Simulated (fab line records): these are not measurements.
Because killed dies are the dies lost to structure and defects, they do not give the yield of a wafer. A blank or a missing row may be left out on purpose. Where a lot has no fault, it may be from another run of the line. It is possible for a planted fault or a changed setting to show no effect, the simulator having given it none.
Split-lot study ; flow n5 finfet ; route with 1938 steps; 7 lots, 21 wafers read

## ABOUT THE SPLIT
At N5_BEOL_M13_EXPOSE_25 (exposes mask M13, target cd 210 nm), the setting dose mj was moved away from the recipe's 22 on 7 of the 21 wafers read, by -5.6% to +4.0%. The other wafers ran this setting at the recipe's value.

## FROM THE SPLIT TO THE READING: what the file shows between them, 3 steps
- N5_BEOL_M13_PEB_26: peb time 90 s
- N5_BEOL_M13_DEVELOP_27: develop time 45 s
- N5_BEOL_M13_HARDBAKE_32: time 120 s

## THE READING
Shown in nm: cd nm at N5_BEOL_M13_CD_MEAS_28, with target cd 209.5 nm. Typical for fault-free wafers on this fab line: 209.4 nm, with standard deviation 0.93 nm.

wafer;tool, chamber at the split;dose mj as run;against the recipe;cd nm, nm;against lot-mates on the recipe
L075.4;krf scanner-02, 0;22;recipe;208.2;-
L075.5;krf scanner-02, 0;21.26;-3.4%;205.0;-3.2
L075.6;krf scanner-02, 0;21.26;-3.4%;204.9;-3.3
L077.1;krf scanner-01, 0;22;recipe;209.8;-
L077.2;krf scanner-01, 0;22;recipe;211.1;-
L077.5;krf scanner-01, 0;22.89;+4.0%;214.9;+4.5
L076.1;krf scanner-02, 0;22;recipe;207.6;-
L076.3;krf scanner-02, 0;22;recipe;207.6;-
L076.6;krf scanner-02, 0;22;recipe;207.1;-
L078.1;krf scanner-02, 0;21.01;-4.5%;205.7;-3.9
L078.4;krf scanner-02, 0;22;recipe;209.6;-
L078.5;krf scanner-02, 0;21.01;-4.5%;204.2;-5.4
L092.3;krf scanner-01, 0;22;recipe;208.7;-
L092.4;krf scanner-01, 0;20.76;-5.6%;203.6;-5.5
L092.5;krf scanner-01, 0;22;recipe;209.6;-
L095.3;krf scanner-01, 0;22;recipe;210.5;-
L095.4;krf scanner-01, 0;20.96;-4.7%;204.7;-5.4
L095.5;krf scanner-01, 0;22;recipe;209.6;-
L096.1;krf scanner-01, 0;22;recipe;209.9;-
L096.2;krf scanner-01, 0;22;recipe;209.2;-
L096.4;krf scanner-01, 0;22;recipe;210.8;-

THE FIT
A straight line over all 21 wafers: cd nm changes by +1.09 nm for each +1% of dose mj; r = +0.92; the points scatter about the line by 1.1 nm.
The same after taking each lot's own level away (the mean of its wafers on the recipe; 21 wafers): +1.04 nm for each +1%; r = +0.98; scatter 0.5 nm.
On that fit, the largest move of dose mj shifts the reading by 5.9 nm.
The lots' own levels span 207.43 to 210.45 nm, that is 3.2 times the standard deviation above.
The two slopes are in agreement: the lot-to-lot level therefore moves the slope only a little.
Check: -5.92 nm against its lot-mates is what the line predicts for one of the wafers moved furthest among these (-5.6%) when that wafer is left out of the fit. Against them it came out at -5.55 nm.

## THE OTHER SPLITS THESE WAFERS WENT THROUGH
Before the reading, these wafers also passed through other splits. Each is held against what the fit with the lots' levels taken away leaves over:
other split on the same wafers;wafers away from the commonest value;r with cd nm (lot level and that fit taken away)
N5_BEOL_M11_ETCH_62 time s;5;+0.12
N5_BEOL_M13_COAT_58 spin rpm;7;+0.24
N5_BEOL_M13_COAT_04 spin rpm;10;+0.02

## THE WHOLE CHAIN: every reading that the file lists as answering this split, in the file's order
step;what it does;reading;change (the file's fit);r (the file's)
N5_BEOL_M13_CD_MEAS_28;target cd 209.5 nm;cd nm;+1.04 nm for each +1% of the setting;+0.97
N5_BEOL_M13_DESCUM_33;chemistry O2, time 7.9 s;BEOL_M13.cd nm (the simulator's own value, which no gauge read);+1.06 nm for each +1% of the setting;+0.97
N5_BEOL_M13_ETCH_67;etches SiARC in CF4, target depth 143 nm, time 238.3 s;BEOL_M13.cd nm (the simulator's own value, which no gauge read);+1.01 nm for each +1% of the setting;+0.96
N5_BEOL_M13_ETCH_68;etches SOC in N2/H2, time 355 s;BEOL_M13.cd nm (the simulator's own value, which no gauge read);+0.951 nm for each +1% of the setting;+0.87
N5_BEOL_M13_TRENCH_ETCH_34;etches SiOC in C4F8/O2/Ar, target depth 413.47 nm, time 162.6 s;BEOL_M13.cd nm (the simulator's own value, which no gauge read);+0.944 nm for each +1% of the setting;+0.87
N5_BEOL_M13_ETCH_38;etches SiCN in CF4/N2, target depth 67.5 nm, time 71.9 s;BEOL_M13.cd nm (the simulator's own value, which no gauge read);+0.933 nm for each +1% of the setting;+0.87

## THE FILE'S OWN FIT
cd nm changes by +1.04 nm for each +1% of dose mj, r = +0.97.
